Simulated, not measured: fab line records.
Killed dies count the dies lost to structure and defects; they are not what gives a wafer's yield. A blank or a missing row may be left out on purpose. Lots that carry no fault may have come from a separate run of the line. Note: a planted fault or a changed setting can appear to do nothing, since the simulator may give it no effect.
Chamber matching + flow n5-finfet + N5_BEOL_M11_DESCUM_16 on rie-diel-04 has 4 sister chambers
The step chemistry O2, time 7.9 s. 4 wafers are shown with their chamber, then 7 later ones without.

## WAFERS PAIRED WITH THEIR CHAMBERS
| wafer  | chamber | throttle-valve-pct (%) |
|--------|---------|------------------------|
| L086.4 | 3       | 20.03                  |
| L089.4 | 0       | 20.71                  |
| L091.1 | 1       | 19.92                  |
| L091.2 | 2       | 20.30                  |

## WAFERS MISSING THEIR CHAMBER
| wafer  | throttle-valve-pct (%) |
|--------|------------------------|
| L091.4 | 20.72                  |
| L095.1 | 19.94                  |
| L095.3 | 20.07                  |
| L095.6 | 20.06                  |
| L097.1 | 20.06                  |
| L097.4 | 20.32                  |
| L097.6 | 20.77                  |

## THE CHAMBER EACH PASSED THROUGH
| wafer  | from the rows above | in truth |
|--------|---------------------|----------|
| L091.4 | 0                   | 0        |
| L095.1 | 1                   | 1        |
| L095.3 | 3                   | 3        |
| L095.6 | 3                   | 3        |
| L097.1 | 3                   | 3        |
| L097.4 | 2                   | 2        |
| L097.6 | 0                   | 0        |
Correctly placed: 7 of 7. From these rows, 0 cannot be placed. Number placed wrongly: 0.
How it was worked out, from the rows above alone: a wafer's distance from a chamber is the root of the sum, over the readings, of the square of ((its reading less the chamber's mean) divided by the reading's scatter). The wafer belongs to the nearest chamber; if the next one is less than 2 further off, it can't be placed. For every chamber, the mean is computed from those of its wafers that are shown. The scatter (one wafer shown for each chamber): square how far every hidden wafer sits from the nearest shown wafer, average those squares and take the square root.
